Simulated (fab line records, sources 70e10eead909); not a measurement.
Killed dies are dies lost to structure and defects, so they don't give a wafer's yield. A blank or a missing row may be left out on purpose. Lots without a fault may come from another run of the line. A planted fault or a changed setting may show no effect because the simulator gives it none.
Which tool did it? | flow nand_harc | 19 lots, 57 wafers sampled, at 6 steps of a route of 1302

WHAT THE GAUGES READ, wafer by wafer
The record holds no reading of a measuring or inspecting step that can be judged against a usual standard deviation.

WHICH TOOL RAN EACH LOT (tool, then ch and the chambers of the sampled wafers, then the start)
lot  | NHARC_A_STAIRCASE_STRIP_205          | NHARC_A_STAIRCASE_DESCUM_219       | NHARC_A_STAIRCASE_DESCUM_252       | NHARC_A_STAIRCASE_HM_OPEN_457                 | NHARC_A_STAIRCASE_ETCH_292         | NHARC_A_STAIRCASE_ETCHBACK_416
L074 | plasma_asher-02 ch 0,1, day 16 11:06 | rie_diel-09 ch 0,2,3, day 16 12:27 | rie_diel-09 ch 1,3, day 16 16:11   | rie_diel-04 ch 0,1, day 17 02:32 or earlier   | rie_diel-04 ch 0,2,3, day 17 02:32 | rie_diel-13 ch 0,3, day 17 13:22
L076 | plasma_asher-01 ch 0,1, day 17 02:17 | rie_diel-04 ch 0,1,2, day 17 03:49 | rie_diel-04 ch 0,3, day 17 07:41   | rie_diel-04 ch 0,3, day 17 20:04 or earlier   | rie_diel-09 ch 0,2,3, day 17 20:04 | rie_diel-13 ch 1,3, no start
L077 | plasma_asher-02 ch 0,1, day 17 04:15 | rie_diel-09 ch 0,1,3, day 17 05:47 | rie_diel-09 ch 0,2,3, day 17 09:28 | rie_diel-09 ch 0,2,3, day 17 23:06 or earlier | rie_diel-04 ch 0,1,2, day 17 23:06 | rie_diel-13 ch 1,2,3, no start
L078 | plasma_asher-01 ch 0,1, day 18 01:45 | rie_diel-09 ch 0,1,2, day 18 03:16 | rie_diel-09 ch 2,3, day 18 07:01   | rie_diel-09 ch 0,1,2, day 18 18:35 or earlier | rie_diel-04 ch 0,1,3, day 18 18:35 | rie_diel-04 ch 0,3, no start
L079 | plasma_asher-01 ch 0,1, day 18 06:48 | rie_diel-13 ch 1,2,3, day 18 08:39 | rie_diel-04 ch 0,2,3, day 18 12:47 | rie_diel-09 ch 0,1,3, day 18 22:41 or earlier | rie_diel-09 ch 2,3, day 18 22:41   | rie_diel-09 ch 0,2, no start
L080 | plasma_asher-01 ch 1, day 18 14:55   | rie_diel-04 ch 0,1,3, day 18 16:26 | rie_diel-09 ch 1,2,3, day 18 20:14 | rie_diel-04 ch 0,1, day 19 16:12 or earlier   | rie_diel-09 ch 0,2,3, day 19 16:12 | rie_diel-04 ch 2,3, no start
L083 | plasma_asher-01 ch 0,1, day 19 06:28 | rie_diel-04 ch 0,1,2, day 19 07:49 | rie_diel-04 ch 0,1,2, day 19 13:08 | rie_diel-04 ch 0,2,3, day 20 09:04 or earlier | rie_diel-13 ch 0,2,3, day 20 09:04 | rie_diel-13 ch 0,1,2, no start
L084 | plasma_asher-01 ch 0,1, day 19 21:25 | rie_diel-13 ch 2,3, day 19 22:47   | rie_diel-09 ch 1,2,3, day 20 03:04 | rie_diel-09 ch 0,2,3, day 20 20:02 or earlier | rie_diel-09 ch 1,2, day 20 20:02   | rie_diel-04 ch 1,2, no start
L086 | plasma_asher-01 ch 0,1, day 20 16:59 | rie_diel-13 ch 0,1,3, day 20 18:20 | rie_diel-04 ch 0,3, day 20 22:40   | rie_diel-04 ch 2,3, day 21 09:17 or earlier   | rie_diel-09 ch 0,1, day 21 09:17   | rie_diel-13 ch 1,2,3, no start
L085 | plasma_asher-01 ch 0,1, day 20 18:13 | rie_diel-04 ch 0,1,2, day 20 19:46 | rie_diel-13 ch 0,1,3, day 20 23:41 | rie_diel-09 ch 1,2, day 21 11:07 or earlier   | rie_diel-04 ch 2,3, day 21 11:07   | rie_diel-13 ch 0,3, no start
L087 | plasma_asher-01 ch 1, day 21 02:16   | rie_diel-09 ch 0,1, day 21 03:44   | rie_diel-09 ch 1,2,3, day 21 08:29 | rie_diel-13 ch 0,1, day 21 20:22 or earlier   | rie_diel-13 ch 2,3, day 21 20:22   | rie_diel-09 ch 1,3, no start
L089 | plasma_asher-02 ch 0,1, day 21 23:03 | rie_diel-13 ch 0,1, day 22 00:19   | rie_diel-09 ch 0,2,3, day 22 04:46 | rie_diel-13 ch 0,3, day 22 17:13 or earlier   | rie_diel-04 ch 0,1,3, day 22 17:13 | rie_diel-13 ch 0,1, no start
L088 | plasma_asher-01 ch 0,1, day 21 23:37 | rie_diel-04 ch 0,1, day 22 00:59   | rie_diel-13 ch 1,2, day 22 04:54   | rie_diel-09 ch 0,1,3, day 22 19:14 or earlier | rie_diel-09 ch 1,2,3, day 22 19:14 | rie_diel-13 ch 0,1,3, no start
L091 | plasma_asher-02 ch 0,1, day 22 23:25 | rie_diel-13 ch 0,2,3, day 23 00:51 | rie_diel-04 ch 0,1,3, day 23 05:25 | rie_diel-13 ch 0,2,3, day 23 22:20 or earlier | rie_diel-04 ch 0,3, day 23 22:20   | rie_diel-09 ch 0,1,2, no start
L093 | plasma_asher-01 ch 0,1, day 24 01:04 | rie_diel-09 ch 0,1,3, day 24 02:36 | rie_diel-09 ch 0,1,2, day 24 06:42 | rie_diel-09 ch 1,2,3, day 24 21:29 or earlier | rie_diel-13 ch 0,1, day 24 21:29   | rie_diel-04 ch 0,1,3, no start
L094 | plasma_asher-02 ch 0, day 24 07:55   | rie_diel-13 ch 0,1,3, day 24 09:26 | rie_diel-13 ch 2,3, day 24 13:13   | rie_diel-13 ch 0,1,2, day 25 02:00 or earlier | rie_diel-04 ch 1,2,3, day 25 02:00 | rie_diel-09 ch 1,3, no start
L095 | plasma_asher-01 ch 0,1, day 24 15:52 | rie_diel-09 ch 0,2, day 24 17:20   | rie_diel-13 ch 0,1,2, day 24 21:17 | rie_diel-13 ch 1,2,3, day 25 08:29 or earlier | rie_diel-09 ch 0,1,2, day 25 08:29 | rie_diel-13 ch 0,2,3, no start
L096 | plasma_asher-01 ch 0,1, day 25 07:58 | rie_diel-13 ch 1,2,3, day 25 09:29 | rie_diel-04 ch 0,1,3, day 25 13:26 | rie_diel-09 ch 0,1,2, day 26 00:30 or earlier | rie_diel-09 ch 0,2,3, day 26 00:30 | rie_diel-04 ch 0,2,3, no start
L097 | plasma_asher-02 ch 0,1, day 25 19:03 | rie_diel-09 ch 0,1, day 25 20:31   | rie_diel-04 ch 2,3, day 26 00:43   | rie_diel-04 ch 2,3, day 26 10:25 or earlier   | rie_diel-04 ch 0,2,3, day 26 10:25 | rie_diel-09 ch 0,1,2, no start
- NHARC_A_STAIRCASE_STRIP_205: strips in O2.
- NHARC_A_STAIRCASE_DESCUM_219: chemistry O2, time 3 s.
- NHARC_A_STAIRCASE_DESCUM_252: chemistry O2, time 3 s.
- NHARC_A_STAIRCASE_HM_OPEN_457: chemistry O2/COS.
- NHARC_A_STAIRCASE_ETCH_292: etches the open film in CF4/CHF3.
- NHARC_A_STAIRCASE_ETCHBACK_416: etches the open film in C4F8/O2/Ar, target depth 36 nm, time 7.2 s.

WHAT THE TOOLS THEMSELVES READ (means of the sampled wafers that have a number; where no wafer has one, the mark that the record gives instead)
NHARC_A_STAIRCASE_STRIP_205. Usual: drypump_motor_current_A 5.80 A, standard deviation 0.29; heater_power_w 335 W, standard deviation 50.
lot  | tool            | drypump_motor_current_A (A) | heater_power_w (W) | flag
L074 | plasma_asher-02 | 6.01                        | 281                |
L076 | plasma_asher-01 | 5.57                        | 346                |
L077 | plasma_asher-02 | 6.02                        | 285                |
L078 | plasma_asher-01 | 5.54                        | 343                |
L079 | plasma_asher-01 | 5.56                        | 344                |
L080 | plasma_asher-01 | 5.93                        | 378                |
L083 | plasma_asher-01 | 5.56                        | 342                |
L084 | plasma_asher-01 | 5.56                        | 342                |
L086 | plasma_asher-01 | 5.79                        | 363                |
L085 | plasma_asher-01 | 5.76                        | 358                |
L087 | plasma_asher-01 | 5.98                        | 377                |
L089 | plasma_asher-02 | 6.04                        | 323                |
L088 | plasma_asher-01 | 5.58                        | 347                |
L091 | plasma_asher-02 | 6.00                        | 287                |
L093 | plasma_asher-01 | 5.57                        | 354                |
L094 | plasma_asher-02 | 6.01                        | 242                |
L095 | plasma_asher-01 | 5.75                        | 368                |
L096 | plasma_asher-01 | 5.59                        | 353                |
L097 | plasma_asher-02 | 6.04                        | 323                |

NHARC_A_STAIRCASE_DESCUM_219. Usual: chamber_pressure_mTorr 59.99 mTorr, standard deviation 0.052; drypump_motor_current_A 5.7 A, standard deviation 0.35; mfc_ar_sccm 0.008 sccm, standard deviation 0.013; oes_product_au 0.999 a.u., standard deviation 0.015; rf_vpp_V 57.8 V, standard deviation 0.87; showerhead_plenum_p_Torr 1.92 Torr, standard deviation 0.09; throttle_valve_pct 11.311 %, standard deviation 0.01.
lot  | tool        | chamber_pressure_mTorr (mTorr) | drypump_motor_current_A (A) | mfc_ar_sccm (sccm) | oes_product_au (a.u.) | rf_vpp_V (V) | showerhead_plenum_p_Torr (Torr) | throttle_valve_pct (%) | flag
L074 | rie_diel-09 | 60.00                          | 5.9                         | 0.009              | 0.995                 | 57.5         | 1.97                            | 11.315                 |
L076 | rie_diel-04 | 59.97                          | 5.6                         | 0.006              | 1.010                 | 57.3         | 1.90                            | 11.304                 |
L077 | rie_diel-09 | 60.02                          | 5.7                         | 0.009              | 1.000                 | 58.1         | 1.92                            | 11.314                 |
L078 | rie_diel-09 | 59.98                          | 6.0                         | 0.009              | 0.997                 | 57.7         | 1.96                            | 11.313                 |
L079 | rie_diel-13 | 60.01                          | 5.4                         | 0.000              | 0.990                 | 57.2         | 1.94                            | 11.317                 |
L080 | rie_diel-04 | 59.98                          | 5.8                         | 0.020              | 1.006                 | 57.6         | 1.91                            | 11.305                 |
L083 | rie_diel-04 | 60.03                          | 5.6                         | 0.006              | 1.005                 | 58.2         | 1.90                            | 11.318                 |
L084 | rie_diel-13 | 60.01                          | 5.2                         | 0.000              | 0.992                 | 58.5         | 2.01                            | 11.310                 |
L086 | rie_diel-13 | 59.91                          | 5.5                         | 0.008              | 0.992                 | 57.0         | 1.91                            | 11.322                 |
L085 | rie_diel-04 | 59.97                          | 5.6                         | 0.006              | 1.000                 | 58.7         | 1.89                            | 11.306                 |
L087 | rie_diel-09 | 59.98                          | 5.9                         | 0.009              | 0.992                 | 57.9         | 1.91                            | 11.313                 |
L089 | rie_diel-13 | 59.97                          | 5.7                         | 0.015              | 1.013                 | 57.5         | 1.86                            | 11.303                 |
L088 | rie_diel-04 | 59.98                          | 5.5                         | 0.006              | 1.001                 | 57.5         | 1.93                            | 11.321                 |
L091 | rie_diel-13 | 59.95                          | 5.3                         | 0.008              | 1.005                 | 57.9         | 1.96                            | 11.308                 |
L093 | rie_diel-09 | 60.02                          | 5.8                         | 0.009              | 0.989                 | 57.7         | 1.90                            | 11.321                 |
L094 | rie_diel-13 | 60.00                          | 5.5                         | 0.008              | 1.006                 | 57.4         | 1.90                            | 11.312                 |
L095 | rie_diel-09 | 59.96                          | 6.1                         | 0.018              | 0.975                 | 57.8         | 2.01                            | 11.311                 |
L096 | rie_diel-13 | 59.93                          | 5.4                         | 0.000              | 0.998                 | 57.7         | 1.92                            | 11.320                 |
L097 | rie_diel-09 | 59.95                          | 6.0                         | 0.018              | 0.986                 | 58.3         | 1.96                            | 11.318                 |

NHARC_A_STAIRCASE_DESCUM_252. Usual: chamber_pressure_mTorr 60.00 mTorr, standard deviation 0.053; drypump_motor_current_A 5.7 A, standard deviation 0.33; mfc_ar_sccm 0.010 sccm, standard deviation 0.015; oes_product_au 1.000 a.u., standard deviation 0.015; rf_vpp_V 57.7 V, standard deviation 0.87; showerhead_plenum_p_Torr 1.91 Torr, standard deviation 0.094; throttle_valve_pct 11.310 %, standard deviation 0.0089.
lot  | tool        | chamber_pressure_mTorr (mTorr) | drypump_motor_current_A (A) | mfc_ar_sccm (sccm) | oes_product_au (a.u.) | rf_vpp_V (V) | showerhead_plenum_p_Torr (Torr) | throttle_valve_pct (%) | flag
L074 | rie_diel-09 | 60.02                          | 5.7                         | 0.000              | 1.007                 | 58.1         | 1.86                            | 11.307                 |
L076 | rie_diel-04 | 59.95                          | 5.9                         | 0.026              | 1.020                 | 57.8         | 1.96                            | 11.308                 |
L077 | rie_diel-09 | 59.99                          | 5.9                         | 0.009              | 0.993                 | 57.6         | 1.96                            | 11.309                 |
L078 | rie_diel-09 | 60.01                          | 5.9                         | 0.000              | 0.994                 | 58.1         | 1.94                            | 11.313                 |
L079 | rie_diel-04 | 60.00                          | 5.8                         | 0.020              | 1.004                 | 57.7         | 1.88                            | 11.309                 |
L080 | rie_diel-09 | 60.03                          | 5.8                         | 0.000              | 0.996                 | 57.9         | 1.89                            | 11.314                 |
L083 | rie_diel-04 | 60.00                          | 5.6                         | 0.006              | 0.992                 | 57.5         | 1.90                            | 11.310                 |
L084 | rie_diel-09 | 60.01                          | 5.8                         | 0.000              | 1.003                 | 57.8         | 1.89                            | 11.313                 |
L086 | rie_diel-04 | 60.04                          | 6.0                         | 0.034              | 1.006                 | 58.0         | 1.88                            | 11.314                 |
L085 | rie_diel-13 | 60.03                          | 5.6                         | 0.008              | 1.000                 | 57.9         | 1.91                            | 11.313                 |
L087 | rie_diel-09 | 60.00                          | 5.8                         | 0.000              | 0.994                 | 57.4         | 1.89                            | 11.313                 |
L089 | rie_diel-09 | 59.95                          | 5.9                         | 0.009              | 0.984                 | 58.2         | 1.95                            | 11.311                 |
L088 | rie_diel-13 | 60.02                          | 5.7                         | 0.000              | 1.016                 | 57.8         | 1.85                            | 11.300                 |
L091 | rie_diel-04 | 60.00                          | 5.8                         | 0.020              | 1.008                 | 57.9         | 1.90                            | 11.304                 |
L093 | rie_diel-09 | 59.99                          | 6.1                         | 0.009              | 0.988                 | 57.2         | 1.94                            | 11.304                 |
L094 | rie_diel-13 | 60.00                          | 5.2                         | 0.000              | 1.011                 | 58.1         | 1.99                            | 11.303                 |
L095 | rie_diel-13 | 60.01                          | 5.5                         | 0.008              | 0.998                 | 57.4         | 1.88                            | 11.312                 |
L096 | rie_diel-04 | 60.05                          | 5.8                         | 0.020              | 1.006                 | 57.2         | 1.89                            | 11.304                 |
L097 | rie_diel-04 | 60.00                          | 5.8                         | 0.014              | 1.001                 | 57.6         | 1.98                            | 11.307                 |

NHARC_A_STAIRCASE_HM_OPEN_457. Usual: chamber_pressure_mTorr 20.002 mTorr, standard deviation 0.02; drypump_motor_current_A 5.7 A, standard deviation 0.35; mfc_ar_sccm 0.010 sccm, standard deviation 0.014; oes_product_au 0.999 a.u., standard deviation 0.015; rf_vpp_V 467 V, standard deviation 3.2; showerhead_plenum_p_Torr 3.13 Torr, standard deviation 0.14; throttle_valve_pct 28.330 %, standard deviation 0.0093.
lot  | tool        | chamber_pressure_mTorr (mTorr) | drypump_motor_current_A (A) | mfc_ar_sccm (sccm) | oes_product_au (a.u.) | rf_vpp_V (V) | showerhead_plenum_p_Torr (Torr) | throttle_valve_pct (%) | flag
L074 | rie_diel-04 | 19.995                         | 5.7                         | 0.012              | 1.011                 | 471          | 3.24                            | 28.320                 |
L076 | rie_diel-04 | 19.978                         | 5.9                         | 0.026              | 1.016                 | 469          | 3.19                            | 28.326                 |
L077 | rie_diel-09 | 20.001                         | 5.8                         | 0.009              | 0.993                 | 469          | 3.20                            | 28.332                 |
L078 | rie_diel-09 | 20.003                         | 6.1                         | 0.009              | 0.994                 | 469          | 3.19                            | 28.326                 |
L079 | rie_diel-09 | 20.006                         | 5.8                         | 0.009              | 0.991                 | 467          | 3.13                            | 28.328                 |
L080 | rie_diel-04 | 19.994                         | 5.6                         | 0.012              | 1.015                 | 470          | 3.23                            | 28.329                 |
L083 | rie_diel-04 | 20.014                         | 5.8                         | 0.020              | 0.998                 | 466          | 3.06                            | 28.336                 |
L084 | rie_diel-09 | 19.995                         | 5.9                         | 0.009              | 0.990                 | 469          | 3.19                            | 28.333                 |
L086 | rie_diel-04 | 19.978                         | 6.0                         | 0.028              | 0.997                 | 463          | 2.94                            | 28.328                 |
L085 | rie_diel-09 | 19.987                         | 6.1                         | 0.000              | 0.988                 | 468          | 3.14                            | 28.333                 |
L087 | rie_diel-13 | 19.993                         | 5.8                         | 0.008              | 1.012                 | 463          | 2.99                            | 28.335                 |
L089 | rie_diel-13 | 20.002                         | 5.4                         | 0.008              | 0.985                 | 469          | 3.23                            | 28.330                 |
L088 | rie_diel-09 | 20.011                         | 5.7                         | 0.009              | 0.991                 | 468          | 3.12                            | 28.333                 |
L091 | rie_diel-13 | 19.992                         | 5.3                         | 0.008              | 1.012                 | 468          | 3.20                            | 28.331                 |
L093 | rie_diel-09 | 20.000                         | 5.8                         | 0.000              | 0.995                 | 465          | 3.07                            | 28.333                 |
L094 | rie_diel-13 | 20.007                         | 5.6                         | 0.008              | 1.003                 | 466          | 3.07                            | 28.333                 |
L095 | rie_diel-13 | 20.009                         | 5.4                         | 0.000              | 0.997                 | 467          | 3.14                            | 28.335                 |
L096 | rie_diel-09 | 20.009                         | 6.0                         | 0.009              | 0.984                 | 468          | 3.16                            | 28.331                 |
L097 | rie_diel-04 | 20.005                         | 5.8                         | 0.014              | 0.999                 | 470          | 3.22                            | 28.324                 |

NHARC_A_STAIRCASE_ETCH_292. Usual: chamber_pressure_mTorr 24.999 mTorr, standard deviation 0.021; drypump_motor_current_A 5.7 A, standard deviation 0.33; mfc_ar_sccm 0.010 sccm, standard deviation 0.015; oes_product_au 0.932 a.u., standard deviation 0.024; rf_vpp_V 370.7 V, standard deviation 2.6; showerhead_plenum_p_Torr 1.58 Torr, standard deviation 0.074; throttle_valve_pct 16.802 %, standard deviation 0.0091.
lot  | tool        | chamber_pressure_mTorr (mTorr) | drypump_motor_current_A (A) | mfc_ar_sccm (sccm) | oes_product_au (a.u.) | rf_vpp_V (V) | showerhead_plenum_p_Torr (Torr) | throttle_valve_pct (%) | flag
L074 | rie_diel-04 | 25.005                         | 5.8                         | 0.020              | 0.932                 | 371.0        | 1.55                            | 16.809                 |
L076 | rie_diel-09 | 25.006                         | 5.8                         | 0.009              | 0.966                 | 372.0        | 1.62                            | 16.796                 |
L077 | rie_diel-04 | 24.984                         | 5.6                         | 0.006              | 0.927                 | 370.1        | 1.56                            | 16.803                 |
L078 | rie_diel-04 | 24.978                         | 5.8                         | 0.020              | 0.933                 | 370.9        | 1.57                            | 16.790                 |
L079 | rie_diel-09 | 24.990                         | 5.6                         | 0.000              | 0.921                 | 370.9        | 1.56                            | 16.806                 |
L080 | rie_diel-09 | 25.004                         | 5.9                         | 0.009              | 0.918                 | 371.5        | 1.61                            | 16.801                 |
L083 | rie_diel-13 | 24.990                         | 5.3                         | 0.008              | 0.925                 | 372.4        | 1.62                            | 16.799                 |
L084 | rie_diel-09 | 25.000                         | 6.1                         | 0.000              | 0.910                 | 371.1        | 1.58                            | 16.793                 |
L086 | rie_diel-09 | 25.004                         | 6.0                         | 0.018              | 0.925                 | 372.4        | 1.62                            | 16.809                 |
L085 | rie_diel-04 | 25.006                         | 6.0                         | 0.028              | 0.926                 | 367.8        | 1.48                            | 16.802                 |
L087 | rie_diel-13 | 25.015                         | 5.2                         | 0.000              | 0.919                 | 373.0        | 1.65                            | 16.803                 |
L089 | rie_diel-04 | 24.984                         | 5.8                         | 0.020              | 0.933                 | 370.8        | 1.57                            | 16.809                 |
L088 | rie_diel-09 | 24.991                         | 5.8                         | 0.000              | 0.913                 | 369.9        | 1.55                            | 16.813                 |
L091 | rie_diel-04 | 24.995                         | 6.0                         | 0.034              | 0.978                 | 369.4        | 1.54                            | 16.804                 |
L093 | rie_diel-13 | 25.011                         | 5.7                         | 0.008              | 0.967                 | 367.5        | 1.50                            | 16.802                 |
L094 | rie_diel-04 | 24.988                         | 5.7                         | 0.014              | 0.914                 | 369.4        | 1.58                            | 16.809                 |
L095 | rie_diel-09 | 25.008                         | 6.1                         | 0.009              | 0.906                 | 371.7        | 1.60                            | 16.800                 |
L096 | rie_diel-09 | 24.998                         | 5.9                         | 0.009              | 0.920                 | 370.7        | 1.60                            | 16.797                 |
L097 | rie_diel-04 | 25.007                         | 5.8                         | 0.020              | 0.931                 | 371.5        | 1.61                            | 16.799                 |

NHARC_A_STAIRCASE_ETCHBACK_416. Usual: chamber_pressure_mTorr 25.000 mTorr, standard deviation 0.023; oes_product_au 0.932 a.u., standard deviation 0.026; rf_vpp_V 724 V, standard deviation 4.8.
lot  | tool        | chamber_pressure_mTorr (mTorr) | oes_product_au (a.u.) | rf_vpp_V (V) | flag
L074 | rie_diel-13 | 25.007                         | 0.913                 | 728          |
L076 | rie_diel-13 | 25.000                         | 0.916                 | 725          |
L077 | rie_diel-13 | 24.990                         | 0.923                 | 725          |
L078 | rie_diel-04 | 24.988                         | 0.937                 | 721          |
L079 | rie_diel-09 | 24.977                         | 0.909                 | 728          |
L080 | rie_diel-04 | 25.004                         | 0.926                 | 718          |
L083 | rie_diel-13 | 25.019                         | 0.938                 | 722          |
L084 | rie_diel-04 | 25.006                         | 0.919                 | 719          |
L086 | rie_diel-13 | 25.018                         | 0.922                 | 725          |
L085 | rie_diel-13 | 24.974                         | 0.912                 | 727          |
L087 | rie_diel-09 | 25.018                         | 0.930                 | 719          |
L089 | rie_diel-13 | 24.989                         | 1.001                 | 721          |
L088 | rie_diel-13 | 24.983                         | 1.000                 | 722          |
L091 | rie_diel-09 | 24.991                         | 0.908                 | 724          |
L093 | rie_diel-04 | 25.002                         | 0.938                 | 723          |
L094 | rie_diel-09 | 24.995                         | 0.941                 | 720          |
L095 | rie_diel-13 | 25.010                         | 0.935                 | 725          |
L096 | rie_diel-04 | 24.992                         | 0.931                 | 725          |
L097 | rie_diel-09 | 24.994                         | 0.912                 | 725          |

THE ANSWER, worked out from the rows above alone
Rule: a lot is off if the mean of its wafers that have a number lies more than 3 standard deviations from the usual mean. A lot without any number at a reading at which 4 lots or more have one is off too. The other lots that the step has rows for count as sound. The gauges are gone through in route order, then the tools' own readings, and for those a lot's mean is taken as printed above. The first step at which some lot is off is used, and at that step the reading that is off furthest; a lot without a number counts as furthest.
No lot is off at any reading shown: from this, nothing can be told.

WHAT THE SIMULATOR HAD PUT IN
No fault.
